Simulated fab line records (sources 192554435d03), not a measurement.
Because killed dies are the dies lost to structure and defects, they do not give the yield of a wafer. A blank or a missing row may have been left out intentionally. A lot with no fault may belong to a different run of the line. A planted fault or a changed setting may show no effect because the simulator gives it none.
Lot-split experiment :: flow n5 finfet :: 21 wafers read from 7 lots, route of 1938 steps

== SPLIT DETAILS ==
At N5_BEOL_M13_COAT_58 (time 60 s, resist thk 89 nm), the setting spin rpm was moved away from the recipe's 1500 rpm on 5 of the 21 wafers read, by -11.3% to +6.2%. For the rest of the wafers, this setting stayed at what the recipe calls for.

== FROM THE SPLIT TO THE READING: what the file shows between them, 3 steps ==
- N5_BEOL_M13_COAT_04: resist thk 400 nm
- N5_BEOL_M13_EBR_06
- N5_BEOL_M13_DESCUM_15: chemistry O2, time 7.9 s

== THE READING ==
etch.depth nm (the simulator's own value, which no gauge read), in nm, at N5_BEOL_M13_ETCH_59 (etches BARC in N2/H2, target depth 89 nm, overetch 26.7 nm, time 67.9 s). No usual value for it is given in the file. Across the 16 wafers here that went through the recipe, the average is 88.98 nm and the standard deviation 0.29 nm.

wafer: L078.2
tool, chamber at the split: litho track-05, 0
spin rpm as run, rpm: 1500
against the recipe: recipe
etch.depth nm, nm: 88.61
against lot-mates on the recipe: -

wafer: L078.3
tool, chamber at the split: litho track-05, 0
spin rpm as run, rpm: 1500
against the recipe: recipe
etch.depth nm, nm: 88.56
against lot-mates on the recipe: -

wafer: L078.5
tool, chamber at the split: litho track-05, 0
spin rpm as run, rpm: 1593
against the recipe: +6.2%
etch.depth nm, nm: 85.8
against lot-mates on the recipe: -2.79

wafer: L077.1
tool, chamber at the split: litho track-05, 0
spin rpm as run, rpm: 1500
against the recipe: recipe
etch.depth nm, nm: 89.45
against lot-mates on the recipe: -

wafer: L077.3
tool, chamber at the split: litho track-05, 0
spin rpm as run, rpm: 1500
against the recipe: recipe
etch.depth nm, nm: 89.36
against lot-mates on the recipe: -

wafer: L077.5
tool, chamber at the split: litho track-05, 0
spin rpm as run, rpm: 1500
against the recipe: recipe
etch.depth nm, nm: 89.29
against lot-mates on the recipe: -

wafer: L085.2
tool, chamber at the split: litho track-03, 0
spin rpm as run, rpm: 1500
against the recipe: recipe
etch.depth nm, nm: 89.4
against lot-mates on the recipe: -

wafer: L085.4
tool, chamber at the split: litho track-03, 0
spin rpm as run, rpm: 1331
against the recipe: -11.3%
etch.depth nm, nm: 94.72
against lot-mates on the recipe: +5.32

wafer: L085.5
tool, chamber at the split: litho track-03, 0
spin rpm as run, rpm: 1331
against the recipe: -11.3%
etch.depth nm, nm: 94.97
against lot-mates on the recipe: +5.57

wafer: L086.1
tool, chamber at the split: litho track-03, 0
spin rpm as run, rpm: 1500
against the recipe: recipe
etch.depth nm, nm: 89.03
against lot-mates on the recipe: -

wafer: L086.3
tool, chamber at the split: litho track-03, 0
spin rpm as run, rpm: 1585
against the recipe: +5.7%
etch.depth nm, nm: 86.52
against lot-mates on the recipe: -2.51

wafer: L086.4
tool, chamber at the split: litho track-03, 0
spin rpm as run, rpm: 1585
against the recipe: +5.7%
etch.depth nm, nm: 86.58
against lot-mates on the recipe: -2.45

wafer: L089.2
tool, chamber at the split: litho track-03, 0
spin rpm as run, rpm: 1500
against the recipe: recipe
etch.depth nm, nm: 88.9
against lot-mates on the recipe: -

wafer: L089.3
tool, chamber at the split: litho track-03, 0
spin rpm as run, rpm: 1500
against the recipe: recipe
etch.depth nm, nm: 88.97
against lot-mates on the recipe: -

wafer: L089.5
tool, chamber at the split: litho track-03, 0
spin rpm as run, rpm: 1500
against the recipe: recipe
etch.depth nm, nm: 88.88
against lot-mates on the recipe: -

wafer: L091.2
tool, chamber at the split: litho track-05, 0
spin rpm as run, rpm: 1500
against the recipe: recipe
etch.depth nm, nm: 88.61
against lot-mates on the recipe: -

wafer: L091.4
tool, chamber at the split: litho track-05, 0
spin rpm as run, rpm: 1500
against the recipe: recipe
etch.depth nm, nm: 88.54
against lot-mates on the recipe: -

wafer: L091.5
tool, chamber at the split: litho track-05, 0
spin rpm as run, rpm: 1500
against the recipe: recipe
etch.depth nm, nm: 88.85
against lot-mates on the recipe: -

wafer: L095.1
tool, chamber at the split: litho track-04, 0
spin rpm as run, rpm: 1500
against the recipe: recipe
etch.depth nm, nm: 89
against lot-mates on the recipe: -

wafer: L095.3
tool, chamber at the split: litho track-04, 0
spin rpm as run, rpm: 1500
against the recipe: recipe
etch.depth nm, nm: 89
against lot-mates on the recipe: -

wafer: L095.6
tool, chamber at the split: litho track-04, 0
spin rpm as run, rpm: 1500
against the recipe: recipe
etch.depth nm, nm: 89.21
against lot-mates on the recipe: -

FIT RESULTS
A straight line over all 21 wafers: etch.depth nm changes by -0.502 nm for each +1% of spin rpm; r = -0.99; the points scatter about the line by 0.31 nm.
The same after taking each lot's own level away (the mean of its wafers on the recipe; 21 wafers): -0.471 nm for each +1%; r = -1.00; scatter 0.11 nm.
According to that fit, moving spin rpm by its largest amount changes the reading by 5.3 nm.
Measured against the standard deviation above, the lots' own levels, which go from 88.585 to 89.400 nm, span 2.8 times it.
Consequently the slope shifts little with the lot-to-lot level, the two slopes agreeing.
Check: with one of the wafers moved furthest among these (-11.3%) left out of the fit, the line predicts +5.36 nm for it against its lot-mates. Against them it came out at +5.32 nm.

== THE WHOLE CHAIN: every reading that the file lists as answering this split, in the file's order ==
step: N5_BEOL_M13_COAT_58
what it does: time 60 s, resist thk 89 nm
reading: BARC_of_BEOL_M13_COAT_58.thk nm (the simulator's own value, which no gauge read)
change (the file's fit): -0.471 nm for each +1% of the setting
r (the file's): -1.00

step: N5_BEOL_M13_ETCH_59
what it does: etches BARC in N2/H2, target depth 89 nm, overetch 26.7 nm, time 67.9 s
reading: etch.depth nm (the simulator's own value, which no gauge read)
change (the file's fit): -0.469 nm for each +1% of the setting
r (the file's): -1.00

step: N5_BEOL_M13_STRIP_64
what it does: strips in N2/H2
reading: strip time to endpoint s
change (the file's fit): withheld for each +1% of the setting
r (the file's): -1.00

== THE FILE'S OWN FIT ==
etch.depth nm changes by -0.469 nm for each +1% of spin rpm, r = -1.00.
